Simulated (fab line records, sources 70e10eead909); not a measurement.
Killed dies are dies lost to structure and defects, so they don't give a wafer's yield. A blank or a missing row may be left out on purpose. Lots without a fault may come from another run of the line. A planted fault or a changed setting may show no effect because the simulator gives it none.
fab line records | flow nand_harc
record lots=12 wafers=35 last_day=33
route steps=1302 shown A_CHANNEL_HOLE_D2@593 A_CHANNEL_FILL_D2@616 END@1302
lots that met no fault: from a run of the same line without faults
start_h: hours from the record's first day to the start of the lot's first wafer shown | wait_h: hours since the lot's step before | " the same as in the row above | L1.1+2: a row that stands for several wafers | - no value, or no start given | * or withheld: withheld | < > ~ a bound
route shown NAME@n: a module of which the file shows steps, and the number in the route of the first | usual: mean/standard deviation of fault-free wafers | same: alike in all rows | chamber/n: place in a boat | sites: the reading at each site | _std_site: their standard deviation | _edge_site: outer sites' mean less inner sites' | radius_mm: how far each site lies from the wafer's centre | mask NAME#n: copy n | behind: the tool/chamber that last shaped the wafer | hold: why the lot was held/for how many hours/how that ended | device: the transistor (n, p or np) that didn't switch | end of line: the same wafers' tests at the end of the route | a step without rows: its recipe alone | killed: dies lost to structure and defects at the first sort, not the wafer's yield | map: a wafer's dies, x killed, . not, _ none there
set.NAME: the setting as run; set.NAME@STEP: as run at that earlier step | model.NAME: the simulator's own value behind a step, which no gauge read
steps of the route over a sample of lots; a table a step, a row a wafer
services: from which hour (start_h, from the record's first day; less than 0 if before it) a tool's chamber was out of use, for how many hours, and why
## steps
# step NHARC_A_CHANNEL_HOLE_D2_ETCH_21
# recipe bias_v=3000 source_w=withheld pressure_mtorr=20 time_s=514.3 ar_flow_sccm=375 c4f8_flow_sccm=89.3 o2_flow_sccm=35.7 temp_c=-20 target_depth_a=16000 chemistry=C4F8/O2/Ar
# usual drypump_motor_current_A=5.5/0.44 showerhead_plenum_p_Torr=3.67/0.12 throttle_valve_pct=32.154/0.0086
# columns lot.wafer tool chamber start_h wait_h drypump_motor_current_A rf_hours_counter_h showerhead_plenum_p_Torr throttle_valve_pct
L342.2 har_etch-02 1 290.00 0.3 5.5 364 3.73 32.155
L342.4 " 0 " " 5.6 - 3.55 32.158
L342.5 " 0 " " 5.6 - 3.55 32.159
L341.1 har_etch-01 1 290.19 0.3 6.1 156 3.59 32.166
L341.2 " 0 " " 4.8 156 3.70 32.157
L341.5 " 0 " " 4.8 - 3.70 32.158
L343.3 har_etch-02 0 309.25 0.3 5.6 - 3.55 32.141
L343.4 " 1 " " 5.5 - 3.72 32.157
L343.5 " 1 " " 5.5 - 3.72 32.158
L344.2 har_etch-01 1 323.84 0.3 6.0 171 3.58 32.155
L344.3 " 1 " " 6.1 - 3.58 32.140
L344.5 " 0 " " 4.8 - 3.69 32.150
L351.2 har_etch-02 0 395.36 0.3 5.6 0 3.93 32.143
L351.4 " 0 " " 5.6 - 3.93 32.158
L354.2 har_etch-02 0 430.40 0.3 5.6 16 3.92 32.175
L354.5 " 0 " " 5.6 - 3.92 32.136
L354.6 " 1 " " 5.5 - 3.69 32.157
L355.1 har_etch-02 0 442.41 0.3 5.6 23 3.92 32.154
L355.4 " 1 " " 5.5 - 3.69 32.159
L355.5 " 1 " " 5.5 - 3.69 32.155
L356.1 har_etch-01 1 442.64 0.3 6.0 243 3.54 32.172
L356.3 " 1 " " 6.0 - 3.54 32.150
L356.6 " 0 " " 4.8 - 3.65 32.151
L359.1 har_etch-01 1 464.87 0.3 6.0 259 3.53 32.147
L359.3 " 1 " " 6.0 - 3.53 32.152
L359.6 " 0 " " 4.8 - 3.64 32.155
L361.2 har_etch-01 1 496.91 0.3 6.0 277 3.52 32.144
L361.1 " 0 " " 4.8 277 3.63 32.160
L361.5 " 0 " " 4.8 - 3.63 32.165
L362.2 har_etch-02 0 507.12 0.3 5.6 66 3.90 32.150
L362.3 " 1 " " 5.5 - 3.66 32.160
L362.5 " 1 " " 5.5 - 3.66 32.139
L363.3 har_etch-01 0 531.75 0.3 4.8 - 3.62 32.157
L363.6 " 1 " " 6.0 - 3.51 32.152
L363.5 " 0 " " 4.8 - 3.62 32.157
# step NHARC_A_CHANNEL_HOLE_D2_ETCH_25
# recipe bias_v=5000 source_w=withheld pressure_mtorr=20 time_s=1040.2 ar_flow_sccm=375 c4f8_flow_sccm=93.8 o2_flow_sccm=31.2 temp_c=-20 target_depth_a=15000 chemistry=C4F8/O2/Ar
# usual drypump_motor_current_A=5.5/0.45 showerhead_plenum_p_Torr=3.66/0.12 throttle_valve_pct=32.237/0.0092
# columns lot.wafer tool chamber start_h wait_h drypump_motor_current_A rf_hours_counter_h showerhead_plenum_p_Torr throttle_valve_pct
L342.2 har_etch-02 1 292.55 0.7 5.5 366 3.72 32.243
L342.4 " 0 " " 5.6 - 3.55 32.244
L342.5 " 0 " " 5.6 - 3.55 32.240
L341.1 har_etch-01 1 292.67 0.6 6.1 159 3.58 32.247
L341.2 " 0 " " 4.8 159 3.69 32.225
L341.5 " 0 " " 4.8 - 3.69 32.240
L343.3 har_etch-02 0 311.89 0.7 5.6 - 3.54 32.237
L343.4 " 1 " " 5.5 - 3.72 32.229
L343.5 " 1 " " 5.5 - 3.72 32.249
L344.2 har_etch-01 1 326.38 0.7 6.0 174 3.58 32.228
L344.3 " 1 " " 6.0 - 3.57 32.227
L344.5 " 0 " " 4.8 - 3.68 32.230
L351.2 har_etch-02 0 397.91 0.7 5.6 3 3.93 32.235
L351.4 " 0 " " 5.6 - 3.93 32.235
L354.2 har_etch-02 0 432.88 0.6 5.6 18 3.92 32.234
L354.5 " 0 " " 5.6 - 3.92 32.225
L354.6 " 1 " " 5.5 - 3.69 32.241
L355.1 har_etch-02 0 444.93 0.7 5.6 26 3.91 32.237
L355.4 " 1 " " 5.5 - 3.68 32.237
L355.5 " 1 " " 5.5 - 3.68 32.238
L356.1 har_etch-01 1 445.11 0.6 6.1 246 3.54 32.246
L356.3 " 1 " " 6.0 - 3.54 32.248
L356.6 " 0 " " 4.8 - 3.64 32.222
L359.1 har_etch-01 1 467.36 0.6 6.1 261 3.53 32.238
L359.3 " 1 " " 6.0 - 3.53 32.242
L359.6 " 0 " " 4.8 - 3.64 32.246
L361.2 har_etch-01 1 499.38 0.6 6.1 280 3.52 32.236
L361.1 " 0 " " 4.8 280 3.63 32.241
L361.5 " 0 " " 4.8 - 3.63 32.245
L362.2 har_etch-02 0 509.65 0.7 5.5 68 3.89 32.227
L362.3 " 1 " " 5.5 - 3.66 32.246
L362.5 " 1 " " 5.5 - 3.66 32.226
L363.3 har_etch-01 0 534.42 0.7 4.8 - 3.62 32.249
L363.6 " 1 " " 6.0 - 3.51 32.237
L363.5 " 0 " " 4.8 - 3.62 32.247
# step NHARC_A_CHANNEL_HOLE_D2_ETCH_26
# recipe bias_v=300 source_w=2000 pressure_mtorr=30 time_s=224.1 ar_flow_sccm=375 c4f8_flow_sccm=11.4 o2_flow_sccm=113.6 temp_c=-20 target_depth_a=3000 chemistry=C4F8/O2/Ar
# usual drypump_motor_current_A=5.5/0.45 showerhead_plenum_p_Torr=3.71/0.13 throttle_valve_pct=24.584/0.0085
# columns lot.wafer tool chamber start_h wait_h drypump_motor_current_A rf_hours_counter_h showerhead_plenum_p_Torr throttle_valve_pct
L342.2 har_etch-02 1 293.33 0.6 5.5 367 3.77 24.593
L342.4 " 0 " " 5.6 - 3.59 24.569
L342.5 " 0 " " 5.6 - 3.59 24.585
L341.1 har_etch-01 1 293.56 0.7 6.0 160 3.63 24.574
L341.2 " 0 " " 4.8 160 3.74 24.591
L341.5 " 0 " " 4.8 - 3.74 24.587
L343.3 har_etch-02 0 312.54 0.5 5.6 - 3.58 24.579
L343.4 " 1 " " 5.5 - 3.77 24.576
L343.5 " 1 " " 5.5 - 3.77 24.570
L344.2 har_etch-01 1 327.14 0.6 6.0 174 3.62 24.592
L344.3 " 1 " " 6.0 - 3.62 24.586
L344.5 " 0 " " 4.8 - 3.73 24.587
L351.2 har_etch-02 0 398.68 0.6 5.6 4 3.99 24.568
L351.4 " 0 " " 5.5 - 3.99 24.582
L354.2 har_etch-02 0 433.76 0.7 5.5 19 3.98 24.572
L354.5 " 0 " " 5.6 - 3.98 24.587
L354.6 " 1 " " 5.5 - 3.73 24.596
L355.1 har_etch-02 0 445.69 0.6 5.5 27 3.98 24.594
L355.4 " 1 " " 5.5 - 3.73 24.577
L355.5 " 1 " " 5.5 - 3.73 24.588
L356.1 har_etch-01 1 445.99 0.7 6.0 247 3.58 24.577
L356.3 " 1 " " 6.1 - 3.58 24.590
L356.6 " 0 " " 4.8 - 3.69 24.583
L359.1 har_etch-01 1 468.24 0.7 6.1 262 3.57 24.583
L359.3 " 1 " " 6.1 - 3.57 24.586
L359.6 " 0 " " 4.8 - 3.68 24.574
L361.2 har_etch-01 1 500.26 0.7 6.0 281 3.56 24.595
L361.1 " 0 " " 4.8 281 3.67 24.587
L361.5 " 0 " " 4.8 - 3.67 24.588
L362.2 har_etch-02 0 510.42 0.6 5.6 69 3.95 24.588
L362.3 " 1 " " 5.5 - 3.71 24.589
L362.5 " 1 " " 5.5 - 3.71 24.584
L363.3 har_etch-01 0 534.97 0.4 4.8 - 3.66 24.577
L363.6 " 1 " " 6.0 - 3.55 24.590
L363.5 " 0 " " 4.8 - 3.66 24.587
# step NHARC_A_CHANNEL_FILL_D2_ALD_16
# recipe target_thk_a=15 pulse_time_s=10 ald_cycles=15 temp_c=300 material=SiO2
# usual ald_cycles=15/0 heater_power_w=471/48 precursor_pulse_height_rel=1.003/0.021
# columns lot.wafer tool chamber start_h wait_h ald_cycles heater_power_w precursor_pulse_height_rel
L341.2 ald_hk-03 3 311.38 3.1 15 409 0.969
L341.1 " 1 " " 15 573 1.006
L341.5 " 0 " " 15 442 0.960
L342.4 ald_hk-01 2 311.57 3.3 15 455 1.002
L342.2 " 3 " " 15 528 0.968
L342.5 " 1 " " 15 450 0.989
L343.4 ald_hk-01 0 328.48 1.4 15 514 1.000
L343.3 " 1 " " 15 442 0.972
L343.5 " 3 " " 15 538 0.960
L344.2 ald_hk-04 3 341.94 0.1 15 455 0.989
L344.3 " 0 " " 15 501 1.015
L344.5 " 3 " " 15 443 0.981
L351.4 ald_hk-01 1 416.68 3.7 15 439 1.037
L351.2 " 3 " " 17 539 1.004
L354.2 ald_hk-01 0 449.95 0.0 17 521 1.012
L354.5 " 0 " " 17 514 0.986
L354.6 " 1 " " 15 442 1.023
L355.1 ald_hk-04 1 459.96 0.1 15 378 1.014
L355.4 " 2 " " 15 457 1.018
L355.5 " 1 " " 15 380 1.001
L356.3 ald_hk-04 2 460.15 0.2 15 450 1.026
L356.1 " 0 " " 15 533 0.998
L356.6 " 2 " " 15 448 1.025
L359.3 ald_hk-04 1 482.53 0.1 15 382 0.969
L359.1 " 2 " " 15 445 0.971
L359.6 " 0 " " 15 510 0.981
L361.2 ald_hk-03 0 515.06 0.1 15 451 0.992
L361.1 " 1 " " 15 550 0.995
L361.5 " 3 " " 15 428 1.000
L362.2 ald_hk-01 3 524.67 0.0 15 514 1.000
L362.3 " 0 " " 15 555 1.041
L362.5 " 0 " " 15 536 0.982
L363.3 ald_hk-04 3 548.39 0.8 15 446 0.985
L363.6 " 0 " " 15 527 1.037
L363.5 " 1 " " 15 379 1.017
# step NHARC_END_SORT_01
# recipe temp_c=25
# usual killed_at_array=57/19 killed_at_other=0.9/1.1 killed_at_periphery=4.0/2.6 killed_dies=62/19 killed_open=3.3/1.8 killed_short=2.4/1.7
# same gross_dies=677
# columns lot.wafer tool chamber start_h wait_h killed_at_array killed_at_other killed_at_periphery killed_dies killed_open killed_short
L341.1 prober-02 0 559.69 2.5 72 0 5 77 5 4
L341.2 prober-02 0 560.48 2.8 74 0 10 84 3 2
L341.5 prober-02 0 562.87 3.7 72 0 6 78 5 6
L342.2 prober-02 0 580.93 2.8 67 0 1 68 2 2
L342.4 prober-02 0 582.53 3.4 69 1 0 70 2 6
L342.5 prober-02 0 583.34 3.7 57 0 6 63 2 3
L351.2 prober-02 0 659.64 2.8 64 0 0 64 4 1
L351.4 prober-02 0 661.23 3.4 70 2 3 75 5 4
L359.1 prober-02 0 726.52 2.5 29 2 4 35 2 3
L359.3 prober-02 0 728.14 3.1 66 2 2 70 1 4
L359.6 prober-02 0 730.58 4.1 65 1 5 71 4 2
L362.2 prober-02 0 771.58 2.8 33 0 4 37 4 0
L362.3 prober-02 0 772.39 3.1 37 1 4 42 2 1
L362.5 prober-02 0 774.02 3.8 38 0 1 39 4 2
L363.3 prober-01 0 798.21 3.1 69 0 10 79 2 3
L363.5 prober-01 0 799.82 3.7 69 0 7 76 5 1
L363.6 prober-01 0 800.62 4.0 50 0 3 53 4 1
# killed by level:class
L341.1 A_CHANNEL_HOLE_D1:chamber_film_flake=37 A_SLIT:chamber_film_flake=8 A_CONTACT:chamber_film_flake=6 A_STAIRCASE:chamber_film_flake=5 A_M0:geometric_particle:open=3 A_BONDPAD:chamber_film_flake=3 A_CHANNEL_HOLE_D2:chamber_film_flake=2 P_BONDPAD:chamber_film_flake=2
L341.2 A_CHANNEL_HOLE_D1:chamber_film_flake=24 A_SLIT:chamber_film_flake=19 A_CHANNEL_HOLE_D2:chamber_film_flake=7 A_STAIRCASE:chamber_film_flake=6 A_SGD_CUT:chamber_film_flake=6 P_ZERO_WELL:chamber_film_flake=5 A_CONTACT:chamber_film_flake=3 P_STI:chamber_film_flake=2
L341.5 A_CHANNEL_HOLE_D1:chamber_film_flake=31 A_SLIT:chamber_film_flake=15 A_CHANNEL_HOLE_D2:chamber_film_flake=8 A_STAIRCASE:chamber_film_flake=5 A_CONTACT:chamber_film_flake=5 P_CONTACT:geometric_particle:open=2 A_CHANNEL_FILL_D1:geometric_particle:short=2 A_WL_FILL:geometric_particle:short=2
L342.2 A_SLIT:chamber_film_flake=28 A_CHANNEL_HOLE_D2:chamber_film_flake=23 A_CONTACT:chamber_film_flake=6 A_CHANNEL_HOLE_D1:chamber_film_flake=4 A_WL_FILL:geometric_particle:short=2 A_STAIRCASE:chamber_film_flake=2 P_CONTACT:geometric_particle:open=1 A_ONON_D1:geometric_particle:open=1
L342.4 A_SLIT:chamber_film_flake=29 A_CHANNEL_HOLE_D2:chamber_film_flake=20 A_STAIRCASE:chamber_film_flake=4 A_CONTACT:chamber_film_flake=4 A_WL_FILL:geometric_particle:short=2 A_CHANNEL_HOLE_D1:chamber_film_flake=2 A_CHANNEL_FILL_D1:chamber_film_flake=2 A_ONON_D1:geometric_particle:short=1
L342.5 A_CHANNEL_HOLE_D2:chamber_film_flake=31 A_SLIT:chamber_film_flake=18 A_CONTACT:chamber_film_flake=3 P_GATE:chamber_film_flake=2 P_GATE:geometric_particle:open=1 P_CONTACT:geometric_particle:short=1 A_SOURCE_PLATE:geometric_particle:short=1 A_ONON_D1:geometric_particle:open=1
L351.2 A_CHANNEL_HOLE_D1:chamber_film_flake=34 A_SLIT:chamber_film_flake=14 A_STAIRCASE:chamber_film_flake=4 A_M0:geometric_particle:open=3 A_CHANNEL_HOLE_D2:unspecified=3 A_CHANNEL_HOLE_D2:chamber_film_flake=2 A_ONON_D1:geometric_particle:open=1 A_CHANNEL_FILL_D1:geometric_particle:short=1
L351.4 A_CHANNEL_HOLE_D1:chamber_film_flake=27 A_SLIT:chamber_film_flake=24 A_CONTACT:chamber_film_flake=3 A_ZERO_WELL:chamber_film_flake=2 A_DECK1_JOINT:chamber_film_flake=2 A_CHANNEL_HOLE_D2:chamber_film_flake=2 A_STAIRCASE:chamber_film_flake=2 P_CONTACT:geometric_particle:open=1
L359.1 A_SLIT:chamber_film_flake=12 A_CHANNEL_HOLE_D2:chamber_film_flake=7 A_CONTACT:chamber_film_flake=4 A_CHANNEL_HOLE_D1:chamber_film_flake=2 P_GATE:geometric_particle:open=1 P_CONTACT:geometric_particle:short=1 P_M0:geometric_particle:open=1 A_CHANNEL_FILL_D2:geometric_particle:short=1
L359.3 A_SLIT:chamber_film_flake=31 A_CHANNEL_HOLE_D1:chamber_film_flake=13 A_CHANNEL_HOLE_D2:chamber_film_flake=9 A_STAIRCASE:chamber_film_flake=3 A_CONTACT:chamber_film_flake=3 A_WL_FILL:geometric_particle:short=2 P_ZERO_WELL:chamber_film_flake=2 A_CHANNEL_FILL_D1:chamber_film_flake=2
L359.6 A_CHANNEL_HOLE_D2:chamber_film_flake=23 A_SLIT:chamber_film_flake=19 A_CHANNEL_HOLE_D1:chamber_film_flake=8 P_ZERO_WELL:chamber_film_flake=4 A_CHANNEL_FILL_D2:chamber_film_flake=2 A_CONTACT:chamber_film_flake=2 A_M1:chamber_film_flake=2 A_ONON_D1:geometric_particle:short=1
L362.2 A_CHANNEL_HOLE_D1:chamber_film_flake=20 A_CONTACT:chamber_film_flake=7 A_SLIT:chamber_film_flake=3 P_GATE:geometric_particle:open=1 P_CONTACT:geometric_particle:open=1 A_CHANNEL_FILL_D1:geometric_particle:open=1 A_SGD_CUT:geometric_particle:open=1 P_STI:chamber_film_flake=1
L362.3 A_CHANNEL_HOLE_D1:chamber_film_flake=19 A_CONTACT:chamber_film_flake=8 A_SLIT:chamber_film_flake=5 P_M0:geometric_particle:open=1 A_CHANNEL_FILL_D2:geometric_particle:open=1 A_M0:geometric_particle:short=1 P_STI:chamber_film_flake=1 P_CONTACT:chamber_film_flake=1
L362.5 A_CHANNEL_HOLE_D1:chamber_film_flake=15 A_CONTACT:chamber_film_flake=9 A_SLIT:chamber_film_flake=5 P_CONTACT:geometric_particle:open=1 A_DECK1_JOINT:geometric_particle:open=1 A_ONON_D2:geometric_particle:short=1 A_CHANNEL_FILL_D2:geometric_particle:open=1 A_M0:geometric_particle:short=1
L363.3 A_CHANNEL_HOLE_D2:chamber_film_flake=30 A_CHANNEL_HOLE_D1:chamber_film_flake=13 A_SLIT:chamber_film_flake=10 A_CONTACT:chamber_film_flake=9 P_M0:chamber_film_flake=3 P_GATE:chamber_film_flake=2 P_CONTACT:chamber_film_flake=2 A_STAIRCASE:chamber_film_flake=2
L363.5 A_CHANNEL_HOLE_D2:chamber_film_flake=29 A_CONTACT:chamber_film_flake=15 A_CHANNEL_HOLE_D1:chamber_film_flake=12 A_SLIT:chamber_film_flake=8 P_M0:geometric_particle:open=2 P_M0:chamber_film_flake=2 P_M0:geometric_particle:short=1 A_ONON_D1:geometric_particle:open=1
L363.6 A_CHANNEL_HOLE_D2:chamber_film_flake=16 A_CHANNEL_HOLE_D1:chamber_film_flake=13 A_CONTACT:chamber_film_flake=8 A_SLIT:chamber_film_flake=6 A_BONDPAD:chamber_film_flake=2 P_M1:geometric_particle:open=1 A_ONON_D1:geometric_particle:open=1 A_CHANNEL_FILL_D1:geometric_particle:open=1
## services
# columns tool chamber start_h hours kind
ald_hk-04 0 267.79 - clean
ald_hk-04 1 267.79 - clean
ald_hk-04 2 267.79 - clean
ald_hk-04 3 267.79 - clean
ald_hk-01 - 301.55 10.0 pm
har_etch-02 - 377.87 17.0 pm
har_etch-02 0 377.87 17.0 vent_cycle
har_etch-02 1 377.87 17.0 vent_cycle
ald_hk-03 - 394.66 10.0 pm
har_etch-02 0 394.87 - clean
har_etch-02 0 394.87 - consumable_replace:esc
har_etch-02 0 394.87 - consumable_replace:focus_ring
har_etch-02 0 394.87 - consumable_replace:showerhead
har_etch-02 1 394.87 - clean
har_etch-02 1 394.87 - consumable_replace:focus_ring
ald_hk-04 - 435.79 10.0 pm
ald_hk-04 0 435.79 10.0 vent_cycle
ald_hk-04 1 435.79 10.0 vent_cycle
ald_hk-04 2 435.79 10.0 vent_cycle
ald_hk-04 3 435.79 10.0 vent_cycle
ald_hk-04 0 445.79 - clean
ald_hk-04 1 445.79 - clean
ald_hk-04 2 445.79 - clean
ald_hk-01 - 479.55 10.0 pm
## key
first_sign step=NHARC_A_CHANNEL_FILL_D2_ALD_16 reading=ald_cycles direction=up sigmas=99+ usual=15 struck=17
effect none on later readings
met_at NHARC_A_CHANNEL_FILL_D2_ALD_16
struck_lots L351,L354
struck_wafers L351.2,L354.2,L354.5
tester_left_out L351,L354
not_acting_at NHARC_A_CHANNEL_HOLE_D2_ETCH_21,NHARC_A_CHANNEL_HOLE_D2_ETCH_25,NHARC_A_CHANNEL_HOLE_D2_ETCH_26
onset_between 328.48 416.68
fault kind=process_parameter_drift tool=ald_hk-01 chamber=- onset_h=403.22 steps=NHARC_A_CHANNEL_FILL_D2_ALD_16 channel=ald_cycles offset=2 shape=step end_h=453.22 scope=struck_wafers_only acts_in=these_recipes_only stated=15
# tester_left_out: of these lots the tester's yield and bins aren't shown, on N5 and GAA mostly nor the transistor test; their killed dies are dies lost to structure and defects alone, not to doping, threshold or leakage, so they don't give the yield
